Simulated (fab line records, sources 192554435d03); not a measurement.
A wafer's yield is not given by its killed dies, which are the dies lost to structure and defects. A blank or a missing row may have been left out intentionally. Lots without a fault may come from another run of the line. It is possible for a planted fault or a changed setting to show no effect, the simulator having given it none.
Which of the tools did it? || flow n5 finfet || Sampling: 11 lots, 33 wafers, 6 of 1938 route steps

WHAT THE GAUGES READ, wafer by wafer
N5_FIN_SAQP_OCD_MEAS_76.
{"lot": "L076", "measured": "day 2 15:59", "on": "ocd-01", "trench depth nm (nm)": "119.7 120.3 120.9"}
{"lot": "L078", "measured": "day 3 03:26", "on": "ocd-01", "trench depth nm (nm)": "120.9 120.1 120.3"}
{"lot": "L080", "measured": "day 3 16:15", "on": "ocd-02", "trench depth nm (nm)": "120.4 120.0 120.6"}
{"lot": "L082", "measured": "day 4 03:34", "on": "ocd-01", "trench depth nm (nm)": "122.4 120.5 120.9"}
{"lot": "L084", "measured": "day 4 14:28", "on": "ocd-02", "trench depth nm (nm)": "120.2 118.2 121.7"}
{"lot": "L086", "measured": "day 5 02:46", "on": "ocd-01", "trench depth nm (nm)": "121.9 117.8 119.9"}
{"lot": "L088", "measured": "day 5 14:12", "on": "ocd-01", "trench depth nm (nm)": "120.6 121.9 120.5"}
{"lot": "L090", "measured": "day 6 03:44", "on": "ocd-02", "trench depth nm (nm)": "122.4 121.8 123.7"}
{"lot": "L092", "measured": "day 6 14:28", "on": "ocd-02", "trench depth nm (nm)": "121.8 121.2 120.4"}
{"lot": "L094", "measured": "day 7 03:41", "on": "ocd-01", "trench depth nm (nm)": "122.8 122.3 120.6"}
{"lot": "L096", "measured": "day 7 15:26", "on": "ocd-01", "trench depth nm (nm)": "120.8 119.3 119.1"}

EACH LOT AND THE TOOL THAT RAN IT (in order: tool; ch and the chambers of the sampled wafers; start)
{"lot": "L076", "N5_PMOS_HMC_CHANNEL_EPI_ETCH_38": "rie si-01 ch 1,2,3, day 2 06:38", "N5_PMOS_HMC_CHANNEL_EPI_FIN_RECESS_16": "rie si-01 ch 1,2,3, day 2 06:40", "N5_PMOS_HMC_CHANNEL_EPI_EPI_26": "epi rpcvd-04 ch 0, day 2 08:35", "N5_FIN_SAQP_HM_DEP_03": "pecvd-02 ch 0,1, day 2 09:34", "N5_FIN_SAQP_ETCH_51": "rie diel-04 ch 0,1,2, day 2 10:45"}
{"lot": "L078", "N5_PMOS_HMC_CHANNEL_EPI_ETCH_38": "rie si-01 ch 1,2,3, day 2 19:07", "N5_PMOS_HMC_CHANNEL_EPI_FIN_RECESS_16": "rie si-01 ch 1,2,3, day 2 19:08", "N5_PMOS_HMC_CHANNEL_EPI_EPI_26": "epi rpcvd-03 ch 0, day 2 21:02", "N5_FIN_SAQP_HM_DEP_03": "pecvd-03 ch 0,1,2, day 2 22:11", "N5_FIN_SAQP_ETCH_51": "rie diel-05 ch 0,1,2, day 2 23:07"}
{"lot": "L080", "N5_PMOS_HMC_CHANNEL_EPI_ETCH_38": "rie si-01 ch 0,3, day 3 05:51", "N5_PMOS_HMC_CHANNEL_EPI_FIN_RECESS_16": "rie si-01 ch 0,3, day 3 05:52", "N5_PMOS_HMC_CHANNEL_EPI_EPI_26": "epi rpcvd-02 ch 0, day 3 08:43", "N5_FIN_SAQP_HM_DEP_03": "pecvd-03 ch 0,2, day 3 10:12", "N5_FIN_SAQP_ETCH_51": "rie diel-04 ch 1,2, day 3 11:07"}
{"lot": "L082", "N5_PMOS_HMC_CHANNEL_EPI_ETCH_38": "rie si-06 ch 0,1, day 3 18:37", "N5_PMOS_HMC_CHANNEL_EPI_FIN_RECESS_16": "rie si-06 ch 0,1, day 3 18:38", "N5_PMOS_HMC_CHANNEL_EPI_EPI_26": "epi rpcvd-03 ch 0, day 3 20:37", "N5_FIN_SAQP_HM_DEP_03": "pecvd-04 ch 0,1, day 3 21:45", "N5_FIN_SAQP_ETCH_51": "rie diel-01 ch 0,2, day 3 22:41"}
{"lot": "L084", "N5_PMOS_HMC_CHANNEL_EPI_ETCH_38": "rie si-01 ch 0,2,3, day 4 06:20", "N5_PMOS_HMC_CHANNEL_EPI_FIN_RECESS_16": "rie si-01 ch 0,2,3, day 4 06:22", "N5_PMOS_HMC_CHANNEL_EPI_EPI_26": "epi rpcvd-03 ch 0, day 4 08:22", "N5_FIN_SAQP_HM_DEP_03": "pecvd-02 ch 0,2, day 4 09:25", "N5_FIN_SAQP_ETCH_51": "rie diel-01 ch 0,2, day 4 10:20"}
{"lot": "L086", "N5_PMOS_HMC_CHANNEL_EPI_ETCH_38": "rie si-01 ch 0,1,2, day 4 18:19", "N5_PMOS_HMC_CHANNEL_EPI_FIN_RECESS_16": "rie si-01 ch 0,1,2, day 4 18:20", "N5_PMOS_HMC_CHANNEL_EPI_EPI_26": "epi rpcvd-03 ch 0, day 4 20:19", "N5_FIN_SAQP_HM_DEP_03": "pecvd-02 ch 1,2, day 4 21:16", "N5_FIN_SAQP_ETCH_51": "rie diel-05 ch 1,2,3, day 4 22:02"}
{"lot": "L088", "N5_PMOS_HMC_CHANNEL_EPI_ETCH_38": "rie si-03 ch 0,1,3, day 5 05:47", "N5_PMOS_HMC_CHANNEL_EPI_FIN_RECESS_16": "rie si-03 ch 0,1,3, day 5 05:48", "N5_PMOS_HMC_CHANNEL_EPI_EPI_26": "epi rpcvd-03 ch 0, day 5 07:44", "N5_FIN_SAQP_HM_DEP_03": "pecvd-03 ch 0,1,2, day 5 08:41", "N5_FIN_SAQP_ETCH_51": "rie diel-05 ch 0,1,3, day 5 09:29"}
{"lot": "L090", "N5_PMOS_HMC_CHANNEL_EPI_ETCH_38": "rie si-01 ch 0,1,2, day 5 18:23", "N5_PMOS_HMC_CHANNEL_EPI_FIN_RECESS_16": "rie si-01 ch 0,1,2, day 5 18:24", "N5_PMOS_HMC_CHANNEL_EPI_EPI_26": "epi rpcvd-03 ch 0, day 5 20:23", "N5_FIN_SAQP_HM_DEP_03": "pecvd-04 ch 0,1, day 5 21:51", "N5_FIN_SAQP_ETCH_51": "rie diel-05 ch 0,1,2, day 5 22:55"}
{"lot": "L092", "N5_PMOS_HMC_CHANNEL_EPI_ETCH_38": "rie si-06 ch 0,1,2, day 6 06:06", "N5_PMOS_HMC_CHANNEL_EPI_FIN_RECESS_16": "rie si-06 ch 0,1,2, day 6 06:07", "N5_PMOS_HMC_CHANNEL_EPI_EPI_26": "epi rpcvd-02 ch 0, day 6 08:01", "N5_FIN_SAQP_HM_DEP_03": "pecvd-04 ch 0,1, day 6 08:57", "N5_FIN_SAQP_ETCH_51": "rie diel-01 ch 0,3, day 6 09:52"}
{"lot": "L094", "N5_PMOS_HMC_CHANNEL_EPI_ETCH_38": "rie si-06 ch 0,1,2, day 6 18:08", "N5_PMOS_HMC_CHANNEL_EPI_FIN_RECESS_16": "rie si-06 ch 0,1,2, day 6 18:09", "N5_PMOS_HMC_CHANNEL_EPI_EPI_26": "epi rpcvd-04 ch 0, day 6 20:31", "N5_FIN_SAQP_HM_DEP_03": "pecvd-04 ch 0,1,2, day 6 21:29", "N5_FIN_SAQP_ETCH_51": "rie diel-01 ch 1,2,3, day 6 22:50"}
{"lot": "L096", "N5_PMOS_HMC_CHANNEL_EPI_ETCH_38": "rie si-01 ch 1,3, day 7 07:07", "N5_PMOS_HMC_CHANNEL_EPI_FIN_RECESS_16": "rie si-01 ch 1,3, day 7 07:08", "N5_PMOS_HMC_CHANNEL_EPI_EPI_26": "epi rpcvd-03 ch 0, day 7 09:08", "N5_FIN_SAQP_HM_DEP_03": "pecvd-03 ch 0,1, day 7 10:17", "N5_FIN_SAQP_ETCH_51": "rie diel-05 ch 0,3, day 7 11:09"}
- N5_PMOS_HMC_CHANNEL_EPI_ETCH_38: etches SiO2 in CF4, target depth 1.5 nm.
- N5_PMOS_HMC_CHANNEL_EPI_FIN_RECESS_16: chemistry HBr/Cl2, target Si, target depth 54 nm, time 18 s.
- N5_PMOS_HMC_CHANNEL_EPI_EPI_26: deposits Si from SiH4/H2, target thk 3.8 nm, time 22.7 s.
- N5_FIN_SAQP_HM_DEP_03: deposits SiNx from SiH4/NH3/N2, target thk 38 nm, time 33.6 s.
- N5_FIN_SAQP_ETCH_51: etches SiARC in CF4, target depth 45.5 nm, time 75.8 s.

THE ANSWER, worked out from the rows above alone
Rule: usual is defined by the lots themselves. The widest of any qualifying gaps counts: lots, ordered by their means at a reading, are off when they make up no more than a third of the lots, leave a main group of 4 or more, and stand apart from it by 3 or more times the standard deviation of that group's means. A main group is skipped when, at the precision printed for the reading in the tables above, its means are all equal. A lot without any number at a reading at which 4 lots or more have one is off too. The other lots that the step has rows for count as sound.
No lot is off at any reading shown: from this, nothing can be told.

WHAT WAS PUT IN BY THE SIMULATOR
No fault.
